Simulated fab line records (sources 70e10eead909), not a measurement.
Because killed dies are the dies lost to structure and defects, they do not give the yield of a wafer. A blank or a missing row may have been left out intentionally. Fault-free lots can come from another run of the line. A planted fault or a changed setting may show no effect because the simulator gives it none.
fab line records	flow nand_harc
record: lots: 7	wafers: 21	last_day: 32
route steps=1302 shown A_CONTACT@1015 END@1302
lots that met no fault: from a run of the same line without faults
start_h: the number of hours between the record's first day and the start of the first shown wafer of the lot	wait_h: how many hours have passed since the lot's step before this one	" the same as in the row above	L1.1+2: several wafers, shown together as one row	- no value, or no start given	* or withheld: withheld	< > ~ a bound
route shown NAME@n: NAME is a module with steps in the file, n the number in the route of the first one	usual: mean/standard deviation taken from wafers without a fault	same: alike in all rows	chamber/n: place in a boat	sites: per-site readings	_std_site: the values' standard deviation	_edge_site: inner sites' mean taken away from outer sites' mean	radius_mm: how far each site lies from the wafer's centre	mask NAME#n: copy n	behind: the most recent tool/chamber to have shaped the wafer	hold: reason for holding the lot/hours on hold/outcome of the hold	device: names the non-switching transistor (n, p or np)	end of line: tests run on the same wafers once the route is complete	for a step that has no rows: nothing shown but its recipe	killed: dies lost to structure and defects at the first sort, not the wafer's yield	map: a wafer's dies, marking killed ones x, the rest . and places with no die _
set.NAME: the setting the step ran with; set.NAME@STEP: the setting that earlier step ran with	model.NAME: the simulator's own value behind a step, which no gauge read
lots at selected steps of the route; one table per step, one row per wafer
services: from which hour (start_h, from the record's first day; less than 0 if before it) a tool's chamber was out of use, for how many hours, and why
== steps ==
step: NHARC_A_CONTACT_ETCH_121
recipe: source_w: withheld	pressure_mtorr: 20	bias_v: 3000	time_s: 190	target_depth_a: 18500	ar_flow_sccm: withheld	c4f8_flow_sccm: withheld	o2_flow_sccm: withheld	chemistry: C4F8/O2/Ar
step: NHARC_A_CONTACT_ETCH_122
recipe: source_w: withheld	pressure_mtorr: 20	bias_v: 3000	time_s: 190	target_depth_a: 18500	ar_flow_sccm: withheld	c4f8_flow_sccm: withheld	o2_flow_sccm: withheld	chemistry: C4F8/O2/Ar
step: NHARC_A_CONTACT_ETCH_123
recipe: source_w: withheld	pressure_mtorr: 20	bias_v: 400	time_s: 490	target_depth_a: 21100	ar_flow_sccm: withheld	c4f8_flow_sccm: 11.5	o2_flow_sccm: 7.2	chemistry: C4F8/O2/Ar
step: NHARC_A_CONTACT_ETCH_90
recipe: target_depth_a: 400	over_etch_frac: 0.5	time_s: 85.7	ion_energy_ev: 120	ch3f_flow_sccm: 50	o2_flow_sccm: 30	ar_flow_sccm: 200	rf_w: 500	bias_w: 100	chemistry: CH3F/O2
step: NHARC_A_CONTACT_ETCH_96
recipe: target_depth_a: 200	over_etch_frac: 0.5	time_s: 10	ion_energy_ev: 250	c4f6_flow_sccm: 25	o2_flow_sccm: 20	ar_flow_sccm: 500	rf_w: 600	bias_w: 500	chemistry: C4F6/O2
step: NHARC_A_CONTACT_CD_MEAS_53
usual: cd_nm: 289.9/0.75
lot.wafer	tool	chamber	start_h	wait_h	cd_nm
L786.1	cd_sem-02	-	513.58	-	290.1
L786.2	"	-	"	"	289.0
L786.3	"	-	"	"	289.5
L798.3	cd_sem-02	-	603.78	-	288.9
L798.4	"	-	"	"	289.6
L798.6	"	-	"	"	289.3
L801.2	cd_sem-02	-	629.31	-	290.2
L801.3	"	-	"	"	289.4
L801.6	"	-	"	"	289.5
L799.1	cd_sem-02	-	633.81	-	288.8
L799.2	"	-	"	"	289.1
L799.6	"	-	"	"	289.2
L804.2	cd_sem-02	-	659.29	-	289.8
L804.3	"	-	"	"	288.6
L804.5	"	-	"	"	289.4
L803.1	cd_sem-02	-	662.70	-	289.6
L803.3	"	-	"	"	290.4
L803.5	"	-	"	"	290.4
L806.3	cd_sem-02	-	696.33	-	290.5
L806.4	"	-	"	"	290.7
L806.6	"	-	"	"	290.6
step: NHARC_A_CONTACT_STRIP_99
recipe: n2_flow_sccm: 150	h2_flow_sccm: 150	ar_flow_sccm: 0	bias_w: 0	chemistry: N2/H2
step: NHARC_A_CONTACT_STRIP_100
recipe: cf4_flow_sccm: 100	chf3_flow_sccm: 30	ar_flow_sccm: 0	bias_w: 0	chemistry: CF4/CHF3
step: NHARC_A_CONTACT_STRIP_101
recipe: o2_flow_sccm: 400	cos_flow_sccm: 20	ar_flow_sccm: 0	bias_w: 0	chemistry: O2/COS
step: NHARC_A_CONTACT_ETCH_102
recipe: target_depth_a: 1000	overetch_a: 100	time_s: 55	ion_energy_ev: 100	cf4_flow_sccm: 80	o2_flow_sccm: 20	ar_flow_sccm: 0	rf_w: 300	bias_w: 100	chemistry: CF4/O2
step: NHARC_A_CONTACT_STRIP_55
recipe: o2_flow_sccm: 500	ar_flow_sccm: 0	bias_w: 0	chemistry: O2
step: NHARC_A_CONTACT_STRIP_56
recipe: time_s: 600	temp_c: 30	chemistry: post_etch_residue_remover
step: NHARC_A_CONTACT_DEP_57
recipe: target_thk_a: 53000	temp_c: 400	material: aC
usual: susceptor_temp_C: 400.03/0.25	throttle_valve_pct: 34.999/0.009
lot.wafer	tool	chamber	start_h	wait_h	susceptor_temp_C	throttle_valve_pct
L786.1	acl_dep-02	0	515.75	-	400.24	35.003
L786.2	"	0	"	"	400.39	35.016
L786.3	"	0	"	"	399.91	35.023
L798.3	acl_dep-03	0	606.32	-	400.11	34.989
L798.4	"	0	"	"	399.87	35.003
L798.6	"	0	607.93	-	400.00	34.994
L801.2	acl_dep-03	0	630.80	-	399.94	35.007
L801.3	"	0	"	"	400.06	35.000
L801.6	"	0	632.95	-	400.02	35.012
L799.1	acl_dep-03	-	634.76	-	-	-
L799.2	"	-	"	"	-	-
L799.6	"	-	637.45	-	-	-
L804.2	acl_dep-02	-	660.82	-	-	-
L804.3	"	-	"	"	-	-
L804.5	"	-	662.44	-	-	-
L803.1	acl_dep-01	-	663.73	-	-	-
L803.3	"	-	664.80	-	-	-
L803.5	"	-	665.87	-	-	-
L806.3	acl_dep-02	0	698.33	-	-	35.003
L806.4	"	0	"	"	-	35.020
L806.6	"	0	699.92	-	-	34.999
step: NHARC_A_CONTACT_DEP_58
recipe: target_thk_a: 900	target_thk_nm: 90	temp_c: 400	pressure_torr: 3.5	flow_sccm: 200	rf_w: 350	material: SiON
step: NHARC_A_CONTACT_DEHYDRATE_59
recipe: temp_c: 150	time_s: 120
step: NHARC_A_CONTACT_HMDS_60
recipe: time_s: 30
step: NHARC_A_CONTACT_COAT_61
recipe: temp_c: 260	time_s: 75
step: NHARC_A_CONTACT_COAT_62
recipe: temp_c: 225	time_s: 65
step: NHARC_A_CONTACT_COAT_63
recipe: spin_rpm: 1500	resist_thk_nm: 90
step: NHARC_A_CONTACT_SOFTBAKE_64
recipe: temp_c: 105	time_s: 55
step: NHARC_A_CONTACT_EBR_65
step: NHARC_A_CONTACT_EXPOSE_66
recipe: na: 1.35	sigma_outer: 0.8	dose_mj: 59.02	mask_id: A_CC_2
step: NHARC_A_CONTACT_PEB_67
recipe: peb_temp_c: 100	peb_time_s: 65
step: NHARC_A_CONTACT_DEVELOP_68
recipe: develop_time_s: 35	dev_temp_c: 23
step: NHARC_A_CONTACT_CD_MEAS_69
recipe: target_cd_nm: 300	landing_energy_ev: 500
usual: cd_nm: 299.5/0.76
lot.wafer	tool	chamber	start_h	wait_h	cd_nm
L786.1	cd_sem-03	0	519.72	-	299.7
L786.2	"	0	"	"	299.8
L786.3	"	0	"	"	300.6
L798.3	cd_sem-03	0	609.09	-	298.6
L798.4	"	0	"	"	298.5
L798.6	"	0	"	"	299.1
L801.2	cd_sem-03	0	634.24	-	299.9
L801.3	"	0	"	"	300.0
L801.6	"	0	"	"	299.1
L799.1	cd_sem-02	0	638.61	-	298.8
L799.2	"	0	"	"	299.4
L799.6	"	0	"	"	298.9
L804.2	cd_sem-02	0	664.28	-	299.0
L804.3	"	0	"	"	299.0
L804.5	"	0	"	"	298.9
L803.1	cd_sem-01	0	667.56	-	299.2
L803.3	"	0	"	"	299.9
L803.5	"	0	"	"	299.7
L806.3	cd_sem-01	0	701.20	-	300.5
L806.4	"	0	"	"	298.9
L806.6	"	0	"	"	299.3
step: NHARC_A_CONTACT_OVL_MEAS_70
usual: overlay_x_nm: 0.0/0.84	overlay_y_nm: -0.2/0.78
lot.wafer	tool	chamber	start_h	wait_h	overlay_x_nm	overlay_y_nm
L786.1	overlay-01	-	519.80	-	-1.6	-0.8
L786.2	"	-	"	"	-0.8	-0.9
L786.3	"	-	"	"	-1.4	-0.8
L798.3	overlay-01	-	609.17	-	-0.6	-0.5
L798.4	"	-	"	"	-0.9	0.1
L798.6	"	-	"	"	-0.3	0.3
L801.2	overlay-02	-	634.33	-	-0.2	-0.8
L801.3	"	-	"	"	0.5	-1.6
L801.6	"	-	"	"	0.4	-0.9
L799.1	overlay-02	-	638.69	-	1.4	0.2
L799.2	"	-	"	"	1.3	-0.5
L799.6	"	-	"	"	1.4	-0.6
L804.2	overlay-02	-	664.36	-	0.9	-0.1
L804.3	"	-	"	"	0.4	-0.2
L804.5	"	-	"	"	0.9	0.3
L803.1	overlay-01	-	667.65	-	-0.4	1.6
L803.3	"	-	"	"	-0.7	1.2
L803.5	"	-	"	"	-0.8	0.8
L806.3	overlay-01	-	701.28	-	-0.3	-1.7
L806.4	"	-	"	"	0.3	-1.7
L806.6	"	-	"	"	-0.2	-0.9
step: NHARC_A_CONTACT_INSPECT_71
usual: raw_defect_count: 85/30
lot.wafer	tool	chamber	start_h	wait_h	raw_defect_count
L786.1	defect_inspect-01	-	519.84	0.0	46
L786.2	"	-	"	"	53
L786.3	"	-	"	"	48
L798.3	defect_inspect-02	-	609.21	0.0	55
L798.4	"	-	"	"	59
L798.6	"	-	"	"	70
L801.2	defect_inspect-02	-	634.36	0.0	76
L801.3	"	-	"	"	59
L801.6	"	-	"	"	76
L799.1	defect_inspect-02	-	638.73	0.0	100
L799.2	"	-	"	"	94
L799.6	"	-	"	"	100
L804.2	defect_inspect-02	-	664.40	0.0	74
L804.3	"	-	"	"	68
L804.5	"	-	"	"	76
L803.1	defect_inspect-02	-	667.69	0.0	116
L803.3	"	-	"	"	132
L803.5	"	-	"	"	92
L806.3	defect_inspect-01	-	701.32	0.0	69
L806.4	"	-	"	"	62
L806.6	"	-	"	"	81
step: NHARC_A_CONTACT_DESCUM_74
recipe: time_s: 3	o2_flow_sccm: 200	ar_flow_sccm: 0	bias_power_w: 0	chemistry: O2
usual: drypump_motor_current_A: 5.4/0.51	oes_product_au: 1.007/0.0098	rf_vpp_V: 57.8/0.85	showerhead_plenum_p_Torr: 1.90/0.087	throttle_valve_pct: 11.311/0.009
lot.wafer	tool	chamber	start_h	wait_h	drypump_motor_current_A	oes_product_au	rf_hours_counter_h	rf_vpp_V	showerhead_plenum_p_Torr	throttle_valve_pct
L786.2	rie_diel-07	0	519.90	0.1	4.8	0.996	3	56.5	2.00	11.311
L786.1	"	2	"	"	5.4	1.024	4	56.5	1.91	11.300
L786.3	"	3	"	"	5.1	0.991	4	58.6	1.89	11.311
L798.4	rie_diel-07	3	609.29	0.1	5.1	0.996	21	59.1	1.89	11.302
L798.3	"	0	"	"	4.8	0.990	20	58.2	1.99	11.311
L798.6	"	1	"	"	5.8	1.015	-	57.2	1.76	11.309
L801.2	rie_diel-07	3	634.42	0.1	5.1	0.994	25	57.6	1.89	11.320
L801.3	"	2	"	"	5.4	1.016	27	57.8	1.90	11.317
L801.6	"	0	"	"	4.8	1.010	-	58.5	1.99	11.311
L799.1	rie_diel-04	2	638.80	0.1	6.3	0.989	29	57.8	2.01	11.314
L799.2	"	3	"	"	6.0	1.000	33	56.3	1.86	11.301
L799.6	"	1	"	"	4.8	1.011	-	56.6	1.86	11.329
L804.3	rie_diel-13	0	664.46	0.1	5.8	1.007	44	57.1	1.79	11.329
L804.2	"	1	"	"	5.7	0.994	43	58.5	1.87	11.305
L804.5	"	0	"	"	5.9	1.005	-	56.8	1.79	11.324
L803.3	rie_diel-07	1	667.76	0.1	5.8	1.002	2	57.1	2.08	11.316
L803.1	"	3	"	"	5.1	1.012	2	57.8	1.88	11.309
L803.5	"	0	"	"	4.8	0.993	-	59.5	1.99	11.310
L806.3	rie_diel-07	2	701.38	0.1	5.4	1.007	8	57.3	1.90	11.296
L806.4	"	0	"	"	4.8	1.003	5	57.6	1.99	11.301
L806.6	"	3	"	"	5.1	1.016	-	58.4	1.88	11.328
step: NHARC_A_CONTACT_ETCH_75
recipe: target_depth_a: 390	over_etch_frac: 0.3	time_s: 65	ion_energy_ev: 80	cf4_flow_sccm: 150	ar_flow_sccm: 0	rf_w: 300	bias_w: 100	chemistry: CF4
step: NHARC_A_CONTACT_ETCH_76
recipe: target_depth_a: 2600	over_etch_frac: 0.3	time_s: 475.3	ion_energy_ev: 200	n2_flow_sccm: 150	h2_flow_sccm: 150	ar_flow_sccm: 0	rf_w: 400	bias_w: 150	chemistry: N2/H2
usual: drypump_motor_current_A: 5.4/0.52	oes_product_au: 1.006/0.011	rf_vpp_V: 430.2/2.7	showerhead_plenum_p_Torr: 2.03/0.093	throttle_valve_pct: 14.171/0.0086
lot.wafer	tool	chamber	start_h	wait_h	drypump_motor_current_A	oes_product_au	rf_hours_counter_h	rf_vpp_V	showerhead_plenum_p_Torr	throttle_valve_pct
L786.2	rie_diel-07	0	-	-	4.8	1.002	3	434.3	2.13	14.166
L786.1	"	1	"	"	5.8	1.007	3	426.1	1.88	14.185
L786.3	"	2	"	"	5.4	1.029	4	431.3	2.04	14.162
L798.4	rie_diel-07	3	-	-	5.1	1.002	22	431.1	2.01	14.169
L798.3	"	2	"	"	5.4	1.023	22	430.1	2.03	14.163
L798.6	"	0	"	"	4.8	1.003	-	433.0	2.12	14.164
L801.2	rie_diel-07	2	-	-	5.4	1.012	27	429.6	2.03	14.161
L801.3	"	3	"	"	5.1	0.993	26	430.4	2.01	14.176
L801.6	"	1	"	"	5.8	1.013	-	426.5	1.87	14.177
L799.2	rie_diel-04	0	-	-	4.9	0.996	38	431.3	2.10	14.170
L799.1	"	2	"	"	6.2	0.996	29	432.8	2.14	14.172
L799.6	"	3	"	"	6.0	1.001	-	429.1	1.98	14.183
L804.2	rie_diel-13	1	-	-	5.7	1.001	43	430.3	1.99	14.176
L804.3	"	2	"	"	5.1	1.020	43	426.7	1.89	14.167
L804.5	"	0	"	"	5.9	1.010	-	427.5	1.91	14.174
L803.1	rie_diel-07	1	-	-	5.8	1.009	2	433.4	2.22	14.184
L803.3	"	2	"	"	5.4	1.009	2	429.4	2.03	14.170
L803.5	"	2	"	"	5.4	1.017	-	428.9	2.03	14.181
L806.4	rie_diel-07	1	-	-	5.8	1.004	7	434.5	2.22	14.165
L806.3	"	2	"	"	5.4	1.017	8	429.9	2.02	14.161
L806.6	"	2	"	"	5.4	1.003	-	429.4	2.02	14.159
step: NHARC_A_CONTACT_ETCH_77
recipe: target_depth_a: 1089	time_s: 54.5	cf4_flow_sccm: 100	chf3_flow_sccm: 30	ar_flow_sccm: 0	rf_w: 500	bias_w: 200	chemistry: CF4/CHF3
step: NHARC_A_CONTACT_ETCH_78
recipe: target_depth_a: 53000	over_etch_frac: 0.3	time_s: 1378	ion_energy_ev: 150	o2_flow_sccm: 400	cos_flow_sccm: 20	ar_flow_sccm: 0	rf_w: 500	bias_w: 300	chemistry: O2/COS
step: NHARC_A_CONTACT_ETCH_124
recipe: source_w: withheld	pressure_mtorr: 20	bias_v: withheld	time_s: 140	target_depth_a: 7000	ar_flow_sccm: withheld	c4f8_flow_sccm: withheld	o2_flow_sccm: withheld	chemistry: C4F8/O2/Ar
step: NHARC_A_CONTACT_ETCH_125
recipe: source_w: withheld	pressure_mtorr: 20	bias_v: 3000	time_s: 197	target_depth_a: 19180	ar_flow_sccm: withheld	c4f8_flow_sccm: withheld	o2_flow_sccm: withheld	chemistry: C4F8/O2/Ar
lot.wafer	tool	chamber	start_h	wait_h	rf_hours_counter_h
L786.1	har_cap_etch-03	0	521.64	0.2	43
L786.2	"	1	"	"	43
L786.3	"	0	"	"	-
L798.4	har_cap_etch-01	0	611.07	0.2	-
L798.3	"	1	"	"	-
L798.6	"	0	"	"	-
L801.2	har_cap_etch-02	1	636.38	0.2	104
L801.3	"	0	"	"	-
L801.6	"	0	"	"	-
L799.1	har_cap_etch-01	0	640.53	0.2	27
L799.2	"	1	"	"	27
L799.6	"	1	"	"	-
L804.2	har_cap_etch-02	0	666.20	0.2	109
L804.3	"	1	"	"	-
L804.5	"	0	"	"	-
L803.1	har_cap_etch-03	1	669.59	0.2	72
L803.3	"	1	"	"	-
L803.5	"	0	"	"	-
L806.3	har_cap_etch-02	1	703.18	0.2	-
L806.4	"	0	"	"	-
L806.6	"	0	"	"	-
step: NHARC_A_CONTACT_ETCH_126
recipe: source_w: withheld	pressure_mtorr: 20	bias_v: 3000	time_s: 197	target_depth_a: 19180	ar_flow_sccm: withheld	c4f8_flow_sccm: withheld	o2_flow_sccm: withheld	chemistry: C4F8/O2/Ar
step: NHARC_A_CONTACT_ETCH_127
recipe: source_w: withheld	pressure_mtorr: 20	bias_v: 3000	time_s: 197	target_depth_a: 19180	ar_flow_sccm: withheld	c4f8_flow_sccm: withheld	o2_flow_sccm: withheld	chemistry: C4F8/O2/Ar
lot.wafer	tool	chamber	start_h	wait_h	rf_hours_counter_h
L786.1	har_cap_etch-03	0	521.99	0.1	44
L786.2	"	1	"	"	44
L786.3	"	0	"	"	-
L798.4	har_cap_etch-01	0	611.42	0.1	-
L798.3	"	1	"	"	-
L798.6	"	0	"	"	-
L801.2	har_cap_etch-02	1	636.74	0.1	104
L801.3	"	0	"	"	-
L801.6	"	0	"	"	-
L799.1	har_cap_etch-01	0	640.89	0.1	27
L799.2	"	1	"	"	27
L799.6	"	1	"	"	-
L804.2	har_cap_etch-02	0	666.55	0.1	110
L804.3	"	1	"	"	-
L804.5	"	0	"	"	-
L803.1	har_cap_etch-03	1	670.06	0.2	72
L803.3	"	1	"	"	-
L803.5	"	0	"	"	-
L806.3	har_cap_etch-02	1	703.53	0.1	-
L806.4	"	0	"	"	-
L806.6	"	0	"	"	-
step: NHARC_A_CONTACT_ETCH_128
recipe: source_w: withheld	pressure_mtorr: 20	bias_v: 3000	time_s: 197	target_depth_a: 19180	ar_flow_sccm: withheld	c4f8_flow_sccm: withheld	o2_flow_sccm: withheld	chemistry: C4F8/O2/Ar
step: NHARC_A_CONTACT_ETCH_129
recipe: source_w: withheld	pressure_mtorr: 20	bias_v: 3000	time_s: 197	target_depth_a: 19180	ar_flow_sccm: withheld	c4f8_flow_sccm: withheld	o2_flow_sccm: withheld	chemistry: C4F8/O2/Ar
step: NHARC_A_CONTACT_ETCH_130
recipe: source_w: withheld	pressure_mtorr: 20	bias_v: 3000	time_s: 197	target_depth_a: 19180	ar_flow_sccm: withheld	c4f8_flow_sccm: withheld	o2_flow_sccm: withheld	chemistry: C4F8/O2/Ar
step: NHARC_A_CONTACT_ETCH_131
recipe: source_w: withheld	pressure_mtorr: 20	bias_v: 3000	time_s: 197	target_depth_a: 19180	ar_flow_sccm: withheld	c4f8_flow_sccm: withheld	o2_flow_sccm: withheld	chemistry: C4F8/O2/Ar
step: NHARC_A_CONTACT_ETCH_132
recipe: source_w: withheld	pressure_mtorr: 20	bias_v: 3000	time_s: 197	target_depth_a: 19240	ar_flow_sccm: withheld	c4f8_flow_sccm: withheld	o2_flow_sccm: withheld	chemistry: C4F8/O2/Ar
step: NHARC_A_CONTACT_ETCH_133
recipe: source_w: withheld	pressure_mtorr: 20	bias_v: 400	time_s: 374	target_depth_a: 16100	ar_flow_sccm: withheld	c4f8_flow_sccm: 11.5	o2_flow_sccm: 7.2	chemistry: C4F8/O2/Ar
lot.wafer	tool	chamber	start_h	wait_h	rf_hours_counter_h
L786.1	har_cap_etch-03	0	523.06	0.1	45
L786.2	"	1	"	"	45
L786.3	"	0	"	"	-
L798.4	har_cap_etch-01	0	612.57	0.2	-
L798.3	"	1	"	"	-
L798.6	"	0	"	"	-
L801.2	har_cap_etch-02	1	637.79	0.1	105
L801.3	"	0	"	"	-
L801.6	"	0	"	"	-
L799.1	har_cap_etch-01	0	641.95	0.1	28
L799.2	"	1	"	"	28
L799.6	"	1	"	"	-
L804.2	har_cap_etch-02	0	667.62	0.1	111
L804.3	"	1	"	"	-
L804.5	"	0	"	"	-
L803.1	har_cap_etch-03	1	671.53	0.3	73
L803.3	"	1	"	"	-
L803.5	"	0	"	"	-
L806.3	har_cap_etch-02	1	704.67	0.2	-
L806.4	"	0	"	"	-
L806.6	"	0	"	"	-
step: NHARC_END_SORT_01
recipe: temp_c: 25
usual: defect_limited_yield: 91.6/2.4	killed_at_array: 52/16	killed_at_other: 0.8/0.98	killed_at_periphery: 4.2/2.9	killed_dies: 57/16	killed_open: 3.3/1.9	killed_short: 2.5/1.5	sort_bin_2_pct: 3.0/1	sort_bin_3_pct: 0.6/0.31	sort_bin_4_pct: 4.8/1.5	sort_n_pass: 620/16	sort_rim_yield_pct: 90/4.1	sort_yield_pct: 91.6/2.4
same: gross_dies: 677	sort_bin_5_pct[%]: 0	sort_bin_6_pct[%]: 0	sort_bin_7_pct[%]: 0	sort_bin_8_pct[%]: 0	sort_rim_n_gross: 106.00
lot.wafer	tool	chamber	start_h	wait_h	defect_limited_yield[%]	killed_at_array	killed_at_other	killed_at_periphery	killed_dies	killed_open	killed_short	sort_bin_2_pct[%]	sort_bin_3_pct[%]	sort_bin_4_pct[%]	sort_n_pass	sort_rim_yield_pct[%]	sort_yield_pct[%]
L786.1	prober-02	0	579.84	2.5	94.8	31	0	4	35	5	5	2.1	0.3	2.8	642	91	94.8
L786.2	prober-02	0	580.64	2.8	96.6	20	0	3	23	2	3	1.5	0.3	1.6	654	91	96.6
L786.3	prober-02	0	581.45	3.1	95.3	28	0	4	32	6	0	1.8	0.1	2.8	645	93	95.3
L798.3	prober-01	0	669.47	3.1	95.3	30	0	2	32	4	4	1.5	0.7	2.5	645	91	95.3
L798.4	prober-01	0	670.27	3.4	93.4	43	1	1	45	2	2	2.2	0.9	3.5	632	92	93.4
L798.6	prober-01	0	671.89	4.0	93.6	40	2	1	43	3	3	3.7	0.1	2.5	634	95	93.6
L801.2	prober-02	0	695.10	2.8	94.1	37	0	3	40	4	1	2.1	0.4	3.4	637	89	94.1
L801.3	prober-02	0	695.89	3.1	93.6	40	1	2	43	2	2	2.4	0.4	3.5	634	90	93.6
L801.6	prober-02	0	698.28	4.0	92.5	49	1	1	51	2	1	2.8	0.7	4.0	626	91	92.5
L806.3	prober-01	0	763.48	3.2	91.1	56	0	4	60	2	1	3.1	0.4	5.3	617	90	91.1
L806.4	prober-01	0	764.30	3.5	92.3	50	0	2	52	6	1	2.8	0.3	4.6	625	92	92.3
L806.6	prober-01	0	765.93	4.1	90.7	56	0	7	63	4	5	3.5	0.6	5.2	614	96	90.7
killed by level:class
L786.1 A_CHANNEL_HOLE_D2:chamber_film_flake=18 P_GATE:chamber_film_flake=3 A_STAIRCASE:chamber_film_flake=2 P_M1:geometric_particle:open=1 A_CHANNEL_HOLE_D1:geometric_particle:short=1 A_CHANNEL_HOLE_D1:geometric_particle:open=1 A_CHANNEL_FILL_D1:geometric_particle:short=1 A_CHANNEL_FILL_D1:geometric_particle:open=1
L786.2 A_CHANNEL_HOLE_D2:chamber_film_flake=15 P_CONTACT:geometric_particle:open=1 P_M0:geometric_particle:short=1 A_ONON_D1:geometric_particle:short=1 A_CHANNEL_FILL_D2:geometric_particle:short=1 A_CHANNEL_FILL_D2:geometric_particle:open=1 P_GATE:chamber_film_flake=1 A_CHANNEL_HOLE_D1:chamber_film_flake=1
L786.3 A_CHANNEL_HOLE_D2:chamber_film_flake=15 A_CHANNEL_HOLE_D2:geometric_particle:open=3 P_GATE:chamber_film_flake=3 A_CHANNEL_HOLE_D1:chamber_film_flake=3 A_STAIRCASE:chamber_film_flake=2 A_DECK1_JOINT:geometric_particle:open=1 A_CHANNEL_FILL_D2:geometric_particle:open=1 A_M0:geometric_particle:open=1
L798.3 A_CHANNEL_HOLE_D1:chamber_film_flake=19 A_CHANNEL_FILL_D1:geometric_particle:short=3 P_CONTACT:geometric_particle:open=2 A_DECK1_JOINT:geometric_particle:short=1 A_CONTACT:geometric_particle:open=1 A_M1:geometric_particle:open=1 A_CHANNEL_FILL_D1:chamber_film_flake=1 A_CHANNEL_HOLE_D2:chamber_film_flake=1
L798.4 A_CHANNEL_HOLE_D1:chamber_film_flake=31 A_BLC:chamber_film_flake=4 P_CONTACT:geometric_particle:open=1 A_SOURCE_PLATE:geometric_particle:open=1 A_CHANNEL_HOLE_D1:geometric_particle:short=1 A_WL_FILL:geometric_particle:short=1 A_ZERO_WELL:chamber_film_flake=1 A_STAIRCASE:chamber_film_flake=1
L798.6 A_CHANNEL_HOLE_D1:chamber_film_flake=30 A_DECK1_JOINT:chamber_film_flake=2 A_CHANNEL_FILL_D2:chamber_film_flake=2 THIN_TSV:chamber_film_flake=2 P_M0:geometric_particle:short=1 A_ONON_D1:geometric_particle:open=1 A_CHANNEL_FILL_D1:geometric_particle:open=1 A_CHANNEL_FILL_D1:geometric_particle:short=1
L801.2 A_SLIT:chamber_film_flake=21 A_CHANNEL_HOLE_D1:chamber_film_flake=4 A_STAIRCASE:chamber_film_flake=3 A_CONTACT:chamber_film_flake=2 A_CHANNEL_FILL_D1:geometric_particle:open=1 A_DECK1_JOINT:geometric_particle:open=1 A_ONON_D2:geometric_particle:short=1 A_SGD_CUT:geometric_particle:open=1
L801.3 A_SLIT:chamber_film_flake=22 A_CHANNEL_HOLE_D1:chamber_film_flake=5 A_STAIRCASE:chamber_film_flake=4 A_CONTACT:chamber_film_flake=4 A_CHANNEL_FILL_D2:geometric_particle:short=2 A_M0:geometric_particle:open=2 P_GATE:chamber_film_flake=1 P_BONDPAD:chamber_film_flake=1
L801.6 A_SLIT:chamber_film_flake=20 A_CHANNEL_HOLE_D1:chamber_film_flake=11 A_CONTACT:chamber_film_flake=9 A_ZERO_WELL:chamber_film_flake=3 A_STAIRCASE:chamber_film_flake=2 A_ONON_D2:geometric_particle:open=1 A_CHANNEL_FILL_D2:geometric_particle:open=1 A_CHANNEL_FILL_D2:geometric_particle:short=1
L806.3 A_SLIT:chamber_film_flake=30 A_CHANNEL_HOLE_D1:chamber_film_flake=13 A_CONTACT:chamber_film_flake=8 P_GATE:chamber_film_flake=2 A_STAIRCASE:chamber_film_flake=2 P_M1:geometric_particle:open=1 A_DECK1_JOINT:geometric_particle:short=1 A_ONON_D2:geometric_particle:open=1
L806.4 A_SLIT:chamber_film_flake=20 A_CHANNEL_HOLE_D1:chamber_film_flake=13 A_CONTACT:chamber_film_flake=10 A_CHANNEL_FILL_D2:geometric_particle:open=2 A_ONON_D1:geometric_particle:short=1 A_DECK1_JOINT:geometric_particle:open=1 A_CONTACT:geometric_particle:open=1 A_BLC:geometric_particle:open=1
L806.6 A_SLIT:chamber_film_flake=39 A_CHANNEL_HOLE_D1:chamber_film_flake=8 A_CONTACT:chamber_film_flake=3 P_GATE:chamber_film_flake=3 P_CONTACT:geometric_particle:open=2 P_STI:geometric_particle:short=1 P_GATE:geometric_particle:short=1 A_ONON_D1:geometric_particle:open=1
== services ==
tool	chamber	start_h	hours	kind
har_cap_etch-01	-	497.00	17.0	pm
rie_diel-07	0	504.80	-	clean
rie_diel-07	1	504.80	-	clean
rie_diel-07	2	504.80	-	clean
rie_diel-07	3	504.80	-	clean
rie_diel-13	-	521.84	9.0	pm
rie_diel-07	0	529.33	-	clean
rie_diel-07	1	529.33	-	clean
rie_diel-07	2	529.33	-	clean
rie_diel-07	3	529.33	-	clean
rie_diel-04	-	531.98	9.0	pm
acl_dep-01	-	552.14	13.0	pm
rie_diel-07	0	553.83	-	clean
rie_diel-07	1	553.83	-	clean
rie_diel-07	2	553.83	-	clean
rie_diel-07	3	553.83	-	clean
rie_diel-07	0	578.35	-	clean
rie_diel-07	1	578.35	-	clean
acl_dep-02	-	608.07	13.0	pm
rie_diel-07	2	620.37	1.4	repair
rie_diel-07	-	648.30	9.0	pm
acl_dep-03	-	664.38	13.0	pm
rie_diel-04	-	666.79	1.2	repair
rie_diel-13	-	701.05	9.0	pm
== key ==
first_sign: step: NHARC_A_CONTACT_DEP_57	reading: tool_record	direction: missing
effect none on later readings
met_at NHARC_A_CONTACT_DEP_57
struck_wafers L799.1,L799.2,L799.6,L803.1,L803.3,L803.5,L804.2,L804.3,L804.5
scrapped_behind NHARC_A_CONTACT_INSPECT_10 L799.1,L799.2,L799.6,L803.1,L803.3,L803.5,L804.2,L804.3,L804.5
onset_between 630.80 634.76
fault: kind: skipped_step_whole	tool: acl_dep-01,acl_dep-02,acl_dep-03	chamber: -	onset_h: 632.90	steps: NHARC_A_CONTACT_DEP_57	scope: struck_lots_only
